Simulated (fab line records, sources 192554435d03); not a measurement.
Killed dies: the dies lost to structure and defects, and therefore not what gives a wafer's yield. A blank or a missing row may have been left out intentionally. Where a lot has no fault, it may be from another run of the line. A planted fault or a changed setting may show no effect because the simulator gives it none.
The tool behind it: which one? -- flow n5 finfet -- 9 lots, 27 wafers sampled, at 3 steps of a route of 1938

== WHAT THE GAUGES SHOWED, per wafer ==
N5_BEOL_M1_INSPECT_13: inspects for defects (brightfield).
lot,measured,on,raw defect count
L850,day 6 21:26,defect inspect-01,514 472 470
L851,day 7 02:33,defect inspect-02,375 389 500
L856,day 8 13:38,defect inspect-02,245 294 421
L858,day 9 04:49,defect inspect-02,506 411 305
L857,day 9 10:35,defect inspect-02,1700 298 1778
L863,day 10 03:19,defect inspect-01,680 492 1875
L865,day 10 22:10,defect inspect-02,570 512 402
L867,day 11 05:19,defect inspect-02,404 246 437
L869,day 11 12:21,defect inspect-02,427 506 540

== WHICH TOOL RAN EACH LOT (tool, then ch and the chambers of the sampled wafers, then the start) ==
lot,N5_BEOL_M0_CO_CAP_123,N5_BEOL_M1_ILD_DEP_00
L850,"cvd co-02 ch 1,2, day 6 19:29","pecvd-02 ch 0,2, day 6 19:43"
L851,"cvd co-01 ch 0,1,2, day 6 23:59","pecvd-03 ch 2, day 7 00:16"
L856,"cvd co-01 ch 0,2, day 8 11:55","pecvd-03 ch 0,1, day 8 12:09"
L858,"cvd co-01 ch 0,1,2, day 9 01:19","pecvd-03 ch 1,2, day 9 01:34"
L857,"cvd co-01 ch 0,1,2, day 9 09:16","pecvd-03 ch 1,2, day 9 09:31"
L863,"cvd co-01 ch 1,2, day 10 02:17","pecvd-03 ch 0,1,2, day 10 02:32"
L865,"cvd co-02 ch 1,2, day 10 21:01","pecvd-02 ch 1,2, day 10 21:16"
L867,"cvd co-02 ch 0,1,2, day 11 03:31","pecvd-02 ch 0,1,2, day 11 03:44"
L869,"cvd co-01 ch 0,1, day 11 09:48","pecvd-02 ch 0,2, day 11 10:02"
- N5_BEOL_M0_CO_CAP_123: material Co, precursor CCTBA/H2, target thk 2 nm, time 102.1 s.
- N5_BEOL_M1_ILD_DEP_00: deposits SiOC from DEMS/O2, target thk 79 nm, time 15.3 s.

== THE ANSWER, worked out from the rows above alone ==
Rule: what is usual is taken from the lots themselves. Put in order of their means at a reading, lots are off if they are a third of the lots or fewer, leave a main group of 4 or more, and stand apart from it by a gap of 3 or more times the standard deviation of the main group's means; of several such gaps the widest counts. If all means in a main group match to the digits the tables above print for the reading, that group is not used. A lot without any number at a reading at which 4 lots or more have one is off too. Any other lot the step has rows for is counted as sound.
Off: L857, L863, at N5_BEOL_M1_INSPECT_13 (raw defect count). The main group: mean 426, standard deviation 63.
If a tool, at a process step before that reading, ran all the lots that are off and no sound lot after the first of them, it fits. Gauges at N5_BEOL_M1_INSPECT_13: tried the same way as those tools. One candidate fits, namely pecvd-03 at N5_BEOL_M1_ILD_DEP_00. Its last sound lot is L858 (day 9 01:34), its first lot that is off L857 (day 9 09:31): a fault that began between those two fits.

== WHAT WAS PUT IN BY THE SIMULATOR ==
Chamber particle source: pecvd-03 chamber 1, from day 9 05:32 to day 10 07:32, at N5_BEOL_M1_ILD_DEP_00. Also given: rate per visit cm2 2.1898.
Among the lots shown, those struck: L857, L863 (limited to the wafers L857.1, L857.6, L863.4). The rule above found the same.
